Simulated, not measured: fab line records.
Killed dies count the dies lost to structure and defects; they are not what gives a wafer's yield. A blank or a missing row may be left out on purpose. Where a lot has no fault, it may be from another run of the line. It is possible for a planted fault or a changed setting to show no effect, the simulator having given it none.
Matching of chambers ; flow nandHarc ; NHARC_P_M2_PRE_CLEAN_32 on pecvd-02 has 3 sister chambers
The step time 12 s. 6 wafers are shown with their chamber, then 10 later ones without.

== WAFERS PAIRED WITH THEIR CHAMBERS ==
wafer;chamber;heaterPowerW (W)
L087.1;1;665
L090.1;2;606
L090.2;0;522
L090.3;1;620
L091.1;0;528
L091.5;2;551

== WAFERS WHOSE CHAMBER IS MISSING ==
wafer;heaterPowerW (W)
L091.6;629
L092.1;623
L092.2;579
L092.5;625
L095.1;532
L095.3;611
L095.4;544
L096.1;588
L096.4;584
L096.6;512

== THE CHAMBER EACH PASSED THROUGH ==
wafer;from the rows above;in truth
L091.6;can't be placed: 1 or 2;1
L092.1;can't be placed: 1 or 2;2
L092.2;can't be placed: 2 or 0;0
L092.5;can't be placed: 1 or 2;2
L095.1;can't be placed: 0 or 2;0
L095.3;can't be placed: 1 or 2 or 0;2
L095.4;can't be placed: 0 or 2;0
L096.1;can't be placed: 2 or 1 or 0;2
L096.4;can't be placed: 2 or 1 or 0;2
L096.6;can't be placed: 0 or 2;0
Correctly placed: 0 of 10. From these rows, 10 cannot be placed; in 10 the true chamber is one of the candidates. Number placed wrongly: 0.
How it was worked out, from the rows above alone: a wafer's distance from a chamber is the root of the sum, over the readings, of the square of ((its reading less the chamber's mean) divided by the reading's scatter). The wafer belongs to the nearest chamber; if the next one is less than 2 further off, it can't be placed. A chamber's mean is the mean of its shown wafers. The scatter: the root of (the sum of the squares of (reading less its chamber's mean) over the shown wafers, divided by (wafers less chambers)).
